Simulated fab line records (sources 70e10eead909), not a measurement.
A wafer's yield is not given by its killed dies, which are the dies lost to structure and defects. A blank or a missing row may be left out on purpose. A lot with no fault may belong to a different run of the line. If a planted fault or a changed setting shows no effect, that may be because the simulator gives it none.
Which tool is to blame? | flow nand harc | 12 lots, 36 wafers sampled, at 5 steps of a route of 1302

== WHAT EACH GAUGE READ, for each wafer ==
NHARC_END_SORT_01.
lot  | measured     | on        | defect limited yield (%) | killed at array | killed at other | killed at periphery | killed dies | killed open | killed short | sort_bin_2_pct (%) | sort_bin_3_pct (%) | sort_bin_4_pct (%) | sort n pass | sort rim yield pct (%) | sort yield pct (%)
L344 | day 28 15:47 | prober-01 | 0 0 92.6                 | 675 674 43      | 0 1 2           | 2 2 5               | 677 677 50  | 4 4 6       | 1 1 2        | 94.2 95.9 2.7      | 0.7 0.3 1.2        | 5.0 3.8 3.5        | 0 0 627     | 0 0 84                 | 0 0 92.6
L348 | day 30 04:52 | prober-01 | 0 93.6 91.7              | 669 40 53       | 2 1 0           | 6 2 3               | 677 43 56   | 4 2 4       | 2 3 3        | 94.4 2.4 2.2       | 0.1 0.4 0.6        | 5.5 3.5 5.5        | 0 634 621   | 0 90 89                | 0 93.6 91.7

== WHICH TOOL RAN EACH LOT (tool, then ch and the chambers of the sampled wafers, then the start) ==
lot  | NHARC_A_M1_PVD_21            | NHARC_THIN_TSV_ETCH_44             | NHARC_THIN_TSV_DEP_47           | NHARC_THIN_TSV_PVD_19
L336 | pvd sputter-02, day 23 16:46 | rie diel-02 ch 0,2,3, day 24 10:41 | pecvd-03 ch 0,1,2, day 24 12:10 | pvd sputter-03, no start
L338 | pvd sputter-01, day 24 04:13 | rie diel-03 ch 1,3, day 24 23:43   | pecvd-04 ch 0,1,2, day 25 01:20 | pvd sputter-01, no start
L340 | pvd sputter-01, day 25 22:04 | rie diel-02 ch 0,1, day 26 17:57   | pecvd-03 ch 0,1,2, day 26 19:32 | pvd sputter-02, no start
L342 | pvd sputter-02, day 26 02:23 | rie diel-03 ch 0,1,3, day 26 19:10 | pecvd-03 ch 0,1,2, day 26 20:46 | pvd sputter-02, no start
L341 | pvd sputter-03, day 26 04:22 | rie diel-03 ch 0,2,3, day 27 01:56 | pecvd-03 ch 0,1,2, day 27 03:31 | pvd sputter-03, no start
L343 | pvd sputter-01, day 26 06:11 | rie diel-02 ch 1,3, day 27 02:53   | pecvd-01 ch 0,1,2, day 27 04:27 | pvd sputter-03, no start
L347 | pvd sputter-03, day 27 01:37 | rie diel-12 ch 1,2,3, day 27 23:02 | pecvd-04 ch 0,1, day 28 00:39   | pvd sputter-01, no start
L344 | pvd sputter-01, day 27 05:10 | rie diel-03 ch 3, day 28 00:34     | pecvd-03 ch 2, day 28 02:00     | pvd sputter-03, day 28 15:47 or earlier
L348 | pvd sputter-01, day 27 23:22 | rie diel-02 ch 1,2, day 29 11:56   | pecvd-04 ch 1,2, day 29 13:25   | pvd sputter-01, day 30 04:52 or earlier
L353 | pvd sputter-03, day 31 01:29 | rie diel-03 ch 1,2, day 32 02:59   | pecvd-03 ch 0,1, day 32 04:34   | pvd sputter-02, no start
L354 | pvd sputter-02, day 31 10:42 | rie diel-12 ch 0,3, day 32 12:46   | pecvd-04 ch 0,1,2, day 32 14:21 | pvd sputter-03, no start
L355 | pvd sputter-03, day 31 18:23 | rie diel-02 ch 1,2,3, day 32 15:15 | pecvd-04 ch 0,2, day 32 16:44   | pvd sputter-03, no start
- NHARC_A_M1_PVD_21: deposits Cu, target thk 30 nm, time 20.49 s.
- NHARC_THIN_TSV_ETCH_44: etches the open film in CF4/O2, target depth 1594.2 nm, time 797.1 s.
- NHARC_THIN_TSV_DEP_47: deposits SiO2, target thk 200 nm.
- NHARC_THIN_TSV_PVD_19: deposits TaN, target thk 20 nm.

== WHAT THE TOOLS THEMSELVES READ (means of the sampled wafers that have a number; where no wafer has one, the mark that the record gives instead) ==
NHARC_A_M1_PVD_21.
lot  | tool           | throttle valve pct (%)
L336 | pvd sputter-02 | 29.9
L338 | pvd sputter-01 | 30.1
L340 | pvd sputter-01 | 30.3
L342 | pvd sputter-02 | 30.4
L341 | pvd sputter-03 | 29.3
L343 | pvd sputter-01 | 30.5
L347 | pvd sputter-03 | 29.6
L344 | pvd sputter-01 | 30.8
L348 | pvd sputter-01 | 30.5
L353 | pvd sputter-03 | 29.7
L354 | pvd sputter-02 | 30.3
L355 | pvd sputter-03 | 28.5

NHARC_THIN_TSV_ETCH_44.
lot  | tool        | drypump motor current A (A) | oes product au (a.u.) | rf fwd power W (W) | rf vpp V (V) | showerhead plenum p Torr (Torr) | throttle valve pct (%)
L336 | rie diel-02 | 5.4                         | 1.007                 | 299.0              | 799          | 1.91                            | 16.909
L338 | rie diel-03 | 5.0                         | 0.996                 | 300.9              | 793          | 1.83                            | 16.919
L340 | rie diel-02 | 5.6                         | 1.017                 | 300.3              | 796          | 1.88                            | 16.910
L342 | rie diel-03 | 5.0                         | 1.006                 | 300.0              | 796          | 1.85                            | 16.916
L341 | rie diel-03 | 5.0                         | 0.998                 | 299.8              | 800          | 1.90                            | 16.909
L343 | rie diel-02 | 5.1                         | 1.011                 | 299.1              | 791          | 1.77                            | 16.919
L347 | rie diel-12 | 5.7                         | 0.985                 | 300.1              | 797          | 1.88                            | 16.915
L344 | rie diel-03 | 4.9                         | 0.999                 | 298.5              | 796          | 1.85                            | 16.914
L348 | rie diel-02 | 5.2                         | 1.002                 | 301.2              | 792          | 1.79                            | 16.919
L353 | rie diel-03 | 5.1                         | 1.006                 | 300.6              | 798          | 1.89                            | 16.917
L354 | rie diel-12 | 5.3                         | 0.992                 | 300.2              | 800          | 1.91                            | 16.916
L355 | rie diel-02 | 5.1                         | 1.004                 | 300.1              | 794          | 1.83                            | 16.908

NHARC_THIN_TSV_DEP_47.
lot  | tool     | rf fwd power W (W) | throttle valve pct (%)
L336 | pecvd-03 | 900                | 16.2
L338 | pecvd-04 | 897                | 16.0
L340 | pecvd-03 | 897                | 16.3
L342 | pecvd-03 | 898                | 16.2
L341 | pecvd-03 | 899                | 16.3
L343 | pecvd-01 | 897                | 16.2
L347 | pecvd-04 | 898                | 15.6
L344 | pecvd-03 | 900                | 16.9
L348 | pecvd-04 | 897                | 15.7
L353 | pecvd-03 | 896                | 16.2
L354 | pecvd-04 | 900                | 16.1
L355 | pecvd-04 | 898                | 16.5

NHARC_THIN_TSV_PVD_19.
lot  | tool           | throttle valve pct (%)
L336 | pvd sputter-03 | 29.8
L338 | pvd sputter-01 | 29.9
L340 | pvd sputter-02 | 30.3
L342 | pvd sputter-02 | 30.2
L341 | pvd sputter-03 | 31.0
L343 | pvd sputter-03 | 29.3
L347 | pvd sputter-01 | 30.5
L344 | pvd sputter-03 | 27.9
L348 | pvd sputter-01 | 30.2
L353 | pvd sputter-02 | 30.5
L354 | pvd sputter-03 | 29.5
L355 | pvd sputter-03 | 28.6

== THE ANSWER, worked out from the rows above alone ==
Rule: usual is defined by the lots themselves. Put in order of their means at a reading, lots are off if they are a third of the lots or fewer, leave a main group of 4 or more, and stand apart from it by a gap of 3 or more times the standard deviation of the main group's means; of several such gaps the widest counts. The tables above print the reading to a certain number of digits; a main group whose means all agree to those digits is not used. A lot without any number at a reading at which 4 lots or more have one is off too. Any other lot the step has rows for is counted as sound. After the gauges, taken in route order, come the tools' own readings; for these a lot's mean is taken, as printed above. At the first step where some lot is off, the reading lying furthest off is the one used; lots without a number count as furthest.
No lot is off on any of the readings shown, so nothing can be concluded from this.

== WHAT HAD BEEN PUT IN BY THE SIMULATOR ==
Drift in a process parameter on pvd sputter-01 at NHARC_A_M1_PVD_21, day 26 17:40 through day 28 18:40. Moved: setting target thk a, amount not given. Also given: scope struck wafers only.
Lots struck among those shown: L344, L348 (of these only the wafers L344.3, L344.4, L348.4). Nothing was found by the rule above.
